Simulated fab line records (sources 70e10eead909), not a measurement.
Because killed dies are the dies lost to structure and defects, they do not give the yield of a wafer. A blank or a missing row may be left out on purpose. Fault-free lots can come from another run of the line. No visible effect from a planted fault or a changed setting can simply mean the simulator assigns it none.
A lot that was struck, set against a sound lot    flow nandHarc    15 steps out of a route of 1159
Sound: wafers L487.2, L487.3, L487.5. Struck: wafer L501.6 (L501.2, L501.5, from the same lot, were not struck and are left out); the cause is given at the end.
For every step that has rows: the tool of each side, followed by ch and its chambers, followed by its first start. Under that, the readings that differ: sound wafers    struck wafers    difference of the means    sigmas: that difference in standard deviations of wafers without a fault.
alike: readings whose means differ by less than 2 such deviations, and words and numbers that are the same on both sides. not compared: withheld readings, readings that some wafer has no value for, bounds like >300 that may hide the same value, and numbers for which the record gives no deviation and whose values overlap.
A row with sigmas, a row that says differs or no value, or rows on one side alone: a step with any of these is where the two part. When numbers do not overlap yet have no deviation, they are printed without sigmas and do not part them. Lack of a reading on every wafer of one side parts them only where that side has two or more wafers.

NHARC_P_CONTACT_DESCUM_17: chemistry O2, time 3 s.
  sound on rieDiel-06 ch 0,1, day 6 06:35; struck on rieDiel-06 ch 3, day 9 20:47
reading                   sound                 struck  difference  sigmas
drypumpMotorCurrentA (A)  5.8 6.1 6.1           5.1     -0.9        -3
throttleValvePct (%)      11.313 11.323 11.322  11.294  -0.025      -3
  alike: o2FlowSccm, oesProductAu, rfVppV, showerheadPlenumPTorr
  not compared: rfHoursCounterH
NHARC_P_CONTACT_ETCH_35: etches the open film in CF4, target depth 39 nm, time 65 s.
  sound on rieDiel-06 ch 0,1,2, day 6 06:41; struck on rieDiel-06 ch 1, day 9 20:53
  alike: cf4FlowSccm, drypumpMotorCurrentA, oesProductAu, rfVppV, showerheadPlenumPTorr, throttleValvePct
  not compared: rfHoursCounterH
NHARC_P_CONTACT_ETCH_36: etches the open film in N2/H2, target depth 260 nm, time 406.25 s.
  sound on rieDiel-06 ch 2,3; struck on rieDiel-06 ch 3
  alike: drypumpMotorCurrentA, oesProductAu, rfVppV, showerheadPlenumPTorr, throttleValvePct
  not compared: rfHoursCounterH
then, 2 steps without rows for these wafers: NHARC_P_CONTACT_ETCH_18 (etches the open film in C4F8/O2/Ar, target depth 481 nm, time 240.5 s); NHARC_P_CONTACT_STRIP_37 (strips in C4F8/O2/Ar).
NHARC_P_CONTACT_ETCH_31: etches the open film in CH3F/O2, target depth 30 nm, time 85.7 s.
  sound on rieDiel-06 ch 0,2; struck on rieDiel-06 ch 3
  alike: drypumpMotorCurrentA, o2FlowSccm, oesProductAu, rfVppV, showerheadPlenumPTorr, throttleValvePct
  not compared: rfHoursCounterH
NHARC_P_CONTACT_CD_MEAS_19:
  struck on cdSem-02, day 9 21:39; sound on cdSem-01, day 6 07:28
  alike: cdNm
then, 4 steps without rows for these wafers: NHARC_P_CONTACT_STRIP_28 (strips in O2); NHARC_P_CONTACT_STRIP_29 (strips in post etch residue remover, time 1200 s); NHARC_P_CONTACT_DEGAS_38 (time 60 s); NHARC_P_CONTACT_PRE_CLEAN_39 (time 19.5 s).
NHARC_P_CONTACT_PVD_32: deposits Ti, target thk 5 nm, time 17.7 s.
  sound on pvdSputter-02; struck on pvdSputter-01
  alike: cathodeDcPowerW, throttleValvePct
NHARC_P_CONTACT_ALD_22: deposits TiN, target thk 3 nm, pulse time 1 s, ald cycles 150.
  sound on aldMetal-01 ch 0,3, day 6 08:27; struck on aldMetal-01 ch 1, day 9 22:38
reading    sound        struck  difference  sigmas
aldCycles  150 150 150  70      -80         
  alike: heaterPowerW, precursorPulseHeightRel
then, 1 step without rows for these wafers: NHARC_P_CONTACT_CVD_23 (deposits W, target thk 200 nm, time 557 s).
-- the record jumps here: 16 days lie between the struck wafers' starts before and after (it left off in module P_CONTACT and takes up again in module END, whose first step shown is number 1159 of the route) --
NHARC_END_SORT_01:
  here the record holds rows for the struck wafers (prober-02 ch 0, day 26 10:05) but none for the sound ones

## WHERE THEY PART
Earliest at NHARC_P_CONTACT_DESCUM_17; latest, in this record, at NHARC_END_SORT_01.

WHY: what had been put in by the simulator
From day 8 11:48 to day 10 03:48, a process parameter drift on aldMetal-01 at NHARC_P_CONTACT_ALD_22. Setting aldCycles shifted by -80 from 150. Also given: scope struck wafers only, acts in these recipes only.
